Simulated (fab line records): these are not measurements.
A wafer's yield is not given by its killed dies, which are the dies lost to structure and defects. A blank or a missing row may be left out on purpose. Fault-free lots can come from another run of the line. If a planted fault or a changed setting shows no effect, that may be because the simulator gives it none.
Split-lot study :: flow n5Finfet :: on a route of 1938 steps: 7 lots, 21 wafers read

## SPLIT DETAILS
At N5_BEOL_M0_SAQP_HM_DEP_111 (deposits SiO2 from SiH4/N2O, target thk 12 nm, time 7.2 s), the setting timeS was moved away from the recipe's 7.2 s on 8 of the 21 wafers read, by -12.0% to +10.9%. This setting was run at the recipe's value on the other wafers.

Reading taken at the split's own step.

## THE READING
SiO2_of_BEOL_M0_SAQP_HM_DEP_111.thkNm (the simulator's own value, which no gauge read), in nm, at N5_BEOL_M0_SAQP_HM_DEP_111 (deposits SiO2 from SiH4/N2O, target thk 12 nm, time 7.2 s). There is no usual value for it anywhere in the file. The 13 wafers here that ran the recipe average 12.1 nm, standard deviation 0.19 nm.

wafer: L075.2
tool, chamber at the split: pecvd-02, 1,2
timeS as run, s: 7.2
against the recipe: recipe
SiO2_of_BEOL_M0_SAQP_HM_DEP_111.thkNm, nm: 12.2
against lot-mates on the recipe: -

wafer: L075.4
tool, chamber at the split: pecvd-02, 1,2
timeS as run, s: 7.2
against the recipe: recipe
SiO2_of_BEOL_M0_SAQP_HM_DEP_111.thkNm, nm: 12.2
against lot-mates on the recipe: -

wafer: L075.6
tool, chamber at the split: pecvd-02, 0
timeS as run, s: 6.703
against the recipe: -6.9%
SiO2_of_BEOL_M0_SAQP_HM_DEP_111.thkNm, nm: 11.2
against lot-mates on the recipe: -1.0

wafer: L085.2
tool, chamber at the split: pecvd-01, 0
timeS as run, s: 6.338
against the recipe: -12.0%
SiO2_of_BEOL_M0_SAQP_HM_DEP_111.thkNm, nm: 10.2
against lot-mates on the recipe: -2.0

wafer: L085.3
tool, chamber at the split: pecvd-01, 1
timeS as run, s: 7.2
against the recipe: recipe
SiO2_of_BEOL_M0_SAQP_HM_DEP_111.thkNm, nm: 12.2
against lot-mates on the recipe: -

wafer: L085.5
tool, chamber at the split: pecvd-01, 0
timeS as run, s: 6.338
against the recipe: -12.0%
SiO2_of_BEOL_M0_SAQP_HM_DEP_111.thkNm, nm: 10.6
against lot-mates on the recipe: -1.6

wafer: L087.1
tool, chamber at the split: pecvd-01, 0
timeS as run, s: 6.609
against the recipe: -8.2%
SiO2_of_BEOL_M0_SAQP_HM_DEP_111.thkNm, nm: 10.8
against lot-mates on the recipe: -1.2

wafer: L087.2
tool, chamber at the split: pecvd-01, 2
timeS as run, s: 6.609
against the recipe: -8.2%
SiO2_of_BEOL_M0_SAQP_HM_DEP_111.thkNm, nm: 11.2
against lot-mates on the recipe: -0.8

wafer: L087.3
tool, chamber at the split: pecvd-01, 1
timeS as run, s: 7.2
against the recipe: recipe
SiO2_of_BEOL_M0_SAQP_HM_DEP_111.thkNm, nm: 12
against lot-mates on the recipe: -

wafer: L092.2
tool, chamber at the split: pecvd-03, 2
timeS as run, s: 6.561
against the recipe: -8.9%
SiO2_of_BEOL_M0_SAQP_HM_DEP_111.thkNm, nm: 11
against lot-mates on the recipe: -1.0

wafer: L092.5
tool, chamber at the split: pecvd-03, 2,0
timeS as run, s: 7.2
against the recipe: recipe
SiO2_of_BEOL_M0_SAQP_HM_DEP_111.thkNm, nm: 12
against lot-mates on the recipe: -

wafer: L092.6
tool, chamber at the split: pecvd-03, 2,0
timeS as run, s: 7.2
against the recipe: recipe
SiO2_of_BEOL_M0_SAQP_HM_DEP_111.thkNm, nm: 12
against lot-mates on the recipe: -

wafer: L093.1
tool, chamber at the split: pecvd-03, 0
timeS as run, s: 7.2
against the recipe: recipe
SiO2_of_BEOL_M0_SAQP_HM_DEP_111.thkNm, nm: 11.8
against lot-mates on the recipe: -

wafer: L093.4
tool, chamber at the split: pecvd-03, 2
timeS as run, s: 7.92
against the recipe: +10.0%
SiO2_of_BEOL_M0_SAQP_HM_DEP_111.thkNm, nm: 13.2
against lot-mates on the recipe: +1.3

wafer: L093.6
tool, chamber at the split: pecvd-03, 1
timeS as run, s: 7.2
against the recipe: recipe
SiO2_of_BEOL_M0_SAQP_HM_DEP_111.thkNm, nm: 12
against lot-mates on the recipe: -

wafer: L094.2
tool, chamber at the split: pecvd-02, 2
timeS as run, s: 7.2
against the recipe: recipe
SiO2_of_BEOL_M0_SAQP_HM_DEP_111.thkNm, nm: 11.8
against lot-mates on the recipe: -

wafer: L094.4
tool, chamber at the split: pecvd-02, 2
timeS as run, s: 7.2
against the recipe: recipe
SiO2_of_BEOL_M0_SAQP_HM_DEP_111.thkNm, nm: 12
against lot-mates on the recipe: -

wafer: L094.6
tool, chamber at the split: pecvd-02, 1
timeS as run, s: 7.2
against the recipe: recipe
SiO2_of_BEOL_M0_SAQP_HM_DEP_111.thkNm, nm: 12.2
against lot-mates on the recipe: -

wafer: L097.1
tool, chamber at the split: pecvd-01, 1,2
timeS as run, s: 7.2
against the recipe: recipe
SiO2_of_BEOL_M0_SAQP_HM_DEP_111.thkNm, nm: 12.4
against lot-mates on the recipe: -

wafer: L097.2
tool, chamber at the split: pecvd-01, 1,2
timeS as run, s: 7.2
against the recipe: recipe
SiO2_of_BEOL_M0_SAQP_HM_DEP_111.thkNm, nm: 12.4
against lot-mates on the recipe: -

wafer: L097.4
tool, chamber at the split: pecvd-01, 1
timeS as run, s: 7.983
against the recipe: +10.9%
SiO2_of_BEOL_M0_SAQP_HM_DEP_111.thkNm, nm: 14
against lot-mates on the recipe: +1.6
When a row names more than one chamber, that row covers several wafers, and the file does not tell which wafer ran in which chamber.

FIT RESULTS
A straight line over all 21 wafers: SiO2_of_BEOL_M0_SAQP_HM_DEP_111.thkNm changes by +0.139 nm for each +1% of timeS; r = +0.97; the points scatter about the line by 0.21 nm.
The same after taking each lot's own level away (the mean of its wafers on the recipe; 21 wafers): +0.138 nm for each +1%; r = +0.99; scatter 0.15 nm.
According to that fit, moving timeS by its largest amount changes the reading by 1.7 nm.
Measured against the standard deviation above, the lots' own levels, which go from 11.90 to 12.40 nm, span 2.7 times it.
Consequently the slope shifts little with the lot-to-lot level, the two slopes agreeing.
Check: for one of the wafers moved furthest among these (-12.0%), held out of the fit, the line's prediction against its lot-mates is -1.56 nm. It came out at -2 nm against them.

## FILE'S OWN FIT
SiO2_of_BEOL_M0_SAQP_HM_DEP_111.thkNm changes by +0.137 nm for each +1% of timeS, r = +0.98.
